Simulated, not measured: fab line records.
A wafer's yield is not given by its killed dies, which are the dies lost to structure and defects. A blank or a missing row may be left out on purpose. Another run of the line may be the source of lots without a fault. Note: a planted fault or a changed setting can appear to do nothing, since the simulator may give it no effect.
Lot-split experiment || flow n5-finfet || 39 wafers read from 7 lots, route of 1938 steps

THE SPLIT
At N5_PMOS_HMC_CHANNEL_EPI_EPI_20 (deposits SiGe30, target thk 59 nm), the setting temp-c was moved away from the recipe's 600 C on 15 of the 39 wafers read, by -1.0% to +1.0%. All remaining wafers had this setting at the recipe value.

The reading comes from the split's own step.

THE READING
SiGe30_of_PMOS_HMC_CHANNEL_EPI_EPI_20.thk-nm (the simulator's own value, which no gauge read), in nm, at N5_PMOS_HMC_CHANNEL_EPI_EPI_20 (deposits SiGe30, target thk 59 nm). There is no usual value for it anywhere in the file. Across the 24 wafers here that went through the recipe, the average is 59.27 nm and the standard deviation 0.55 nm.

{"wafer": "L076.1", "tool, chamber at the split": "epi-rpcvd-04, 0", "temp-c as run, C": 600, "against the recipe": "recipe", "SiGe30_of_PMOS_HMC_CHANNEL_EPI_EPI_20.thk-nm, nm": 59.96, "against lot-mates on the recipe": "-"}
{"wafer": "L076.2", "tool, chamber at the split": "epi-rpcvd-04, 0", "temp-c as run, C": 600, "against the recipe": "recipe", "SiGe30_of_PMOS_HMC_CHANNEL_EPI_EPI_20.thk-nm, nm": 58.96, "against lot-mates on the recipe": "-"}
{"wafer": "L076.3", "tool, chamber at the split": "epi-rpcvd-04, 0", "temp-c as run, C": 600, "against the recipe": "recipe", "SiGe30_of_PMOS_HMC_CHANNEL_EPI_EPI_20.thk-nm, nm": 59.74, "against lot-mates on the recipe": "-"}
{"wafer": "L076.4", "tool, chamber at the split": "epi-rpcvd-04, 0", "temp-c as run, C": 600, "against the recipe": "recipe", "SiGe30_of_PMOS_HMC_CHANNEL_EPI_EPI_20.thk-nm, nm": 59.88, "against lot-mates on the recipe": "-"}
{"wafer": "L076.5", "tool, chamber at the split": "epi-rpcvd-04, 0", "temp-c as run, C": 600, "against the recipe": "recipe", "SiGe30_of_PMOS_HMC_CHANNEL_EPI_EPI_20.thk-nm, nm": 59.46, "against lot-mates on the recipe": "-"}
{"wafer": "L076.6", "tool, chamber at the split": "epi-rpcvd-04, 0", "temp-c as run, C": 600, "against the recipe": "recipe", "SiGe30_of_PMOS_HMC_CHANNEL_EPI_EPI_20.thk-nm, nm": 59.1, "against lot-mates on the recipe": "-"}
{"wafer": "L081.2", "tool, chamber at the split": "epi-rpcvd-03, 0", "temp-c as run, C": 600, "against the recipe": "recipe", "SiGe30_of_PMOS_HMC_CHANNEL_EPI_EPI_20.thk-nm, nm": 58.56, "against lot-mates on the recipe": "-"}
{"wafer": "L081.3", "tool, chamber at the split": "epi-rpcvd-03, 0", "temp-c as run, C": 600, "against the recipe": "recipe", "SiGe30_of_PMOS_HMC_CHANNEL_EPI_EPI_20.thk-nm, nm": 59.11, "against lot-mates on the recipe": "-"}
{"wafer": "L081.4", "tool, chamber at the split": "epi-rpcvd-03, 0", "temp-c as run, C": 600, "against the recipe": "recipe", "SiGe30_of_PMOS_HMC_CHANNEL_EPI_EPI_20.thk-nm, nm": 58.47, "against lot-mates on the recipe": "-"}
{"wafer": "L082.1", "tool, chamber at the split": "epi-rpcvd-03, 0", "temp-c as run, C": 600, "against the recipe": "recipe", "SiGe30_of_PMOS_HMC_CHANNEL_EPI_EPI_20.thk-nm, nm": 59.41, "against lot-mates on the recipe": "-"}
{"wafer": "L082.2", "tool, chamber at the split": "epi-rpcvd-03, 0", "temp-c as run, C": 600, "against the recipe": "recipe", "SiGe30_of_PMOS_HMC_CHANNEL_EPI_EPI_20.thk-nm, nm": 59.17, "against lot-mates on the recipe": "-"}
{"wafer": "L082.3", "tool, chamber at the split": "epi-rpcvd-03, 0", "temp-c as run, C": 600, "against the recipe": "recipe", "SiGe30_of_PMOS_HMC_CHANNEL_EPI_EPI_20.thk-nm, nm": 59.2, "against lot-mates on the recipe": "-"}
{"wafer": "L082.4", "tool, chamber at the split": "epi-rpcvd-03, 0", "temp-c as run, C": 595.6, "against the recipe": "-0.7%", "SiGe30_of_PMOS_HMC_CHANNEL_EPI_EPI_20.thk-nm, nm": 54.14, "against lot-mates on the recipe": -5.12}
{"wafer": "L082.5", "tool, chamber at the split": "epi-rpcvd-03, 0", "temp-c as run, C": 595.6, "against the recipe": "-0.7%", "SiGe30_of_PMOS_HMC_CHANNEL_EPI_EPI_20.thk-nm, nm": 54.9, "against lot-mates on the recipe": -4.36}
{"wafer": "L082.6", "tool, chamber at the split": "epi-rpcvd-03, 0", "temp-c as run, C": 595.6, "against the recipe": "-0.7%", "SiGe30_of_PMOS_HMC_CHANNEL_EPI_EPI_20.thk-nm, nm": 55.19, "against lot-mates on the recipe": -4.07}
{"wafer": "L091.1", "tool, chamber at the split": "epi-rpcvd-03, 0", "temp-c as run, C": 600, "against the recipe": "recipe", "SiGe30_of_PMOS_HMC_CHANNEL_EPI_EPI_20.thk-nm, nm": 59.33, "against lot-mates on the recipe": "-"}
{"wafer": "L091.2", "tool, chamber at the split": "epi-rpcvd-03, 0", "temp-c as run, C": 604, "against the recipe": "+0.7%", "SiGe30_of_PMOS_HMC_CHANNEL_EPI_EPI_20.thk-nm, nm": 63.66, "against lot-mates on the recipe": "+4.39"}
{"wafer": "L091.3", "tool, chamber at the split": "epi-rpcvd-03, 0", "temp-c as run, C": 604, "against the recipe": "+0.7%", "SiGe30_of_PMOS_HMC_CHANNEL_EPI_EPI_20.thk-nm, nm": 64.92, "against lot-mates on the recipe": "+5.65"}
{"wafer": "L091.4", "tool, chamber at the split": "epi-rpcvd-03, 0", "temp-c as run, C": 600, "against the recipe": "recipe", "SiGe30_of_PMOS_HMC_CHANNEL_EPI_EPI_20.thk-nm, nm": 59.28, "against lot-mates on the recipe": "-"}
{"wafer": "L091.5", "tool, chamber at the split": "epi-rpcvd-03, 0", "temp-c as run, C": 600, "against the recipe": "recipe", "SiGe30_of_PMOS_HMC_CHANNEL_EPI_EPI_20.thk-nm, nm": 59.19, "against lot-mates on the recipe": "-"}
{"wafer": "L091.6", "tool, chamber at the split": "epi-rpcvd-03, 0", "temp-c as run, C": 604, "against the recipe": "+0.7%", "SiGe30_of_PMOS_HMC_CHANNEL_EPI_EPI_20.thk-nm, nm": 63.76, "against lot-mates on the recipe": "+4.49"}
{"wafer": "L093.1", "tool, chamber at the split": "epi-rpcvd-03, 0", "temp-c as run, C": 600, "against the recipe": "recipe", "SiGe30_of_PMOS_HMC_CHANNEL_EPI_EPI_20.thk-nm, nm": 60.16, "against lot-mates on the recipe": "-"}
{"wafer": "L093.2", "tool, chamber at the split": "epi-rpcvd-03, 0", "temp-c as run, C": 600, "against the recipe": "recipe", "SiGe30_of_PMOS_HMC_CHANNEL_EPI_EPI_20.thk-nm, nm": 60.05, "against lot-mates on the recipe": "-"}
{"wafer": "L093.3", "tool, chamber at the split": "epi-rpcvd-03, 0", "temp-c as run, C": 600, "against the recipe": "recipe", "SiGe30_of_PMOS_HMC_CHANNEL_EPI_EPI_20.thk-nm, nm": 59.85, "against lot-mates on the recipe": "-"}
{"wafer": "L093.4", "tool, chamber at the split": "epi-rpcvd-03, 0", "temp-c as run, C": 593.8, "against the recipe": "-1.0%", "SiGe30_of_PMOS_HMC_CHANNEL_EPI_EPI_20.thk-nm, nm": 54.28, "against lot-mates on the recipe": -5.74}
{"wafer": "L093.5", "tool, chamber at the split": "epi-rpcvd-03, 0", "temp-c as run, C": 593.8, "against the recipe": "-1.0%", "SiGe30_of_PMOS_HMC_CHANNEL_EPI_EPI_20.thk-nm, nm": 53.38, "against lot-mates on the recipe": -6.64}
{"wafer": "L093.6", "tool, chamber at the split": "epi-rpcvd-03, 0", "temp-c as run, C": 593.8, "against the recipe": "-1.0%", "SiGe30_of_PMOS_HMC_CHANNEL_EPI_EPI_20.thk-nm, nm": 53.29, "against lot-mates on the recipe": -6.73}
{"wafer": "L096.1", "tool, chamber at the split": "epi-rpcvd-04, 0", "temp-c as run, C": 600, "against the recipe": "recipe", "SiGe30_of_PMOS_HMC_CHANNEL_EPI_EPI_20.thk-nm, nm": 57.99, "against lot-mates on the recipe": "-"}
{"wafer": "L096.2", "tool, chamber at the split": "epi-rpcvd-04, 0", "temp-c as run, C": 605.8, "against the recipe": "+1.0%", "SiGe30_of_PMOS_HMC_CHANNEL_EPI_EPI_20.thk-nm, nm": 64.6, "against lot-mates on the recipe": "+6.18"}
{"wafer": "L096.3", "tool, chamber at the split": "epi-rpcvd-04, 0", "temp-c as run, C": 605.8, "against the recipe": "+1.0%", "SiGe30_of_PMOS_HMC_CHANNEL_EPI_EPI_20.thk-nm, nm": 64.05, "against lot-mates on the recipe": "+5.63"}
{"wafer": "L096.4", "tool, chamber at the split": "epi-rpcvd-04, 0", "temp-c as run, C": 600, "against the recipe": "recipe", "SiGe30_of_PMOS_HMC_CHANNEL_EPI_EPI_20.thk-nm, nm": 58.41, "against lot-mates on the recipe": "-"}
{"wafer": "L096.5", "tool, chamber at the split": "epi-rpcvd-04, 0", "temp-c as run, C": 600, "against the recipe": "recipe", "SiGe30_of_PMOS_HMC_CHANNEL_EPI_EPI_20.thk-nm, nm": 58.86, "against lot-mates on the recipe": "-"}
{"wafer": "L096.6", "tool, chamber at the split": "epi-rpcvd-04, 0", "temp-c as run, C": 605.8, "against the recipe": "+1.0%", "SiGe30_of_PMOS_HMC_CHANNEL_EPI_EPI_20.thk-nm, nm": 65.14, "against lot-mates on the recipe": "+6.72"}
{"wafer": "L097.1", "tool, chamber at the split": "epi-rpcvd-01, 0", "temp-c as run, C": 604.2, "against the recipe": "+0.7%", "SiGe30_of_PMOS_HMC_CHANNEL_EPI_EPI_20.thk-nm, nm": 64.8, "against lot-mates on the recipe": "+5.36"}
{"wafer": "L097.2", "tool, chamber at the split": "epi-rpcvd-01, 0", "temp-c as run, C": 600, "against the recipe": "recipe", "SiGe30_of_PMOS_HMC_CHANNEL_EPI_EPI_20.thk-nm, nm": 59.9, "against lot-mates on the recipe": "-"}
{"wafer": "L097.3", "tool, chamber at the split": "epi-rpcvd-01, 0", "temp-c as run, C": 604.2, "against the recipe": "+0.7%", "SiGe30_of_PMOS_HMC_CHANNEL_EPI_EPI_20.thk-nm, nm": 64.6, "against lot-mates on the recipe": "+5.16"}
{"wafer": "L097.4", "tool, chamber at the split": "epi-rpcvd-01, 0", "temp-c as run, C": 600, "against the recipe": "recipe", "SiGe30_of_PMOS_HMC_CHANNEL_EPI_EPI_20.thk-nm, nm": 59.5, "against lot-mates on the recipe": "-"}
{"wafer": "L097.5", "tool, chamber at the split": "epi-rpcvd-01, 0", "temp-c as run, C": 604.2, "against the recipe": "+0.7%", "SiGe30_of_PMOS_HMC_CHANNEL_EPI_EPI_20.thk-nm, nm": 64.58, "against lot-mates on the recipe": "+5.14"}
{"wafer": "L097.6", "tool, chamber at the split": "epi-rpcvd-01, 0", "temp-c as run, C": 600, "against the recipe": "recipe", "SiGe30_of_PMOS_HMC_CHANNEL_EPI_EPI_20.thk-nm, nm": 58.93, "against lot-mates on the recipe": "-"}

FIT RESULTS
A straight line over all 39 wafers: SiGe30_of_PMOS_HMC_CHANNEL_EPI_EPI_20.thk-nm changes by +6.1 nm for each +1% of temp-c; r = +0.98; the points scatter about the line by 0.68 nm.
The same after taking each lot's own level away (the mean of its wafers on the recipe; 39 wafers): +6.53 nm for each +1%; r = +0.99; scatter 0.43 nm.
According to that fit, moving temp-c by its largest amount changes the reading by 6.7 nm.
Across the lots, their own levels run from 58.420 to 60.020 nm, a range of 2.9 times the standard deviation given above.
So the lot-to-lot level changes the slope little: the two slopes agree.
Check: with one of the wafers moved furthest among these (-1.0%) left out of the fit, the line predicts -6.76 nm for it against its lot-mates. Against them it came out at -5.74 nm.

THE OTHER SPLITS THESE WAFERS WENT THROUGH
Other splits were also applied to these wafers ahead of the reading. Each is held against what the fit with the lots' levels taken away leaves over:
{"other split on the same wafers": "N5_WELL_APT_EXPOSE_22 dose-mj", "wafers away from the commonest value": 18, "r with SiGe30_of_PMOS_HMC_CHANNEL_EPI_EPI_20.thk-nm (lot level and that fit taken away)": -0.04}

THE FILE'S OWN FIT
SiGe30_of_PMOS_HMC_CHANNEL_EPI_EPI_20.thk-nm changes by +6.55 nm for each +1% of temp-c, r = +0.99.
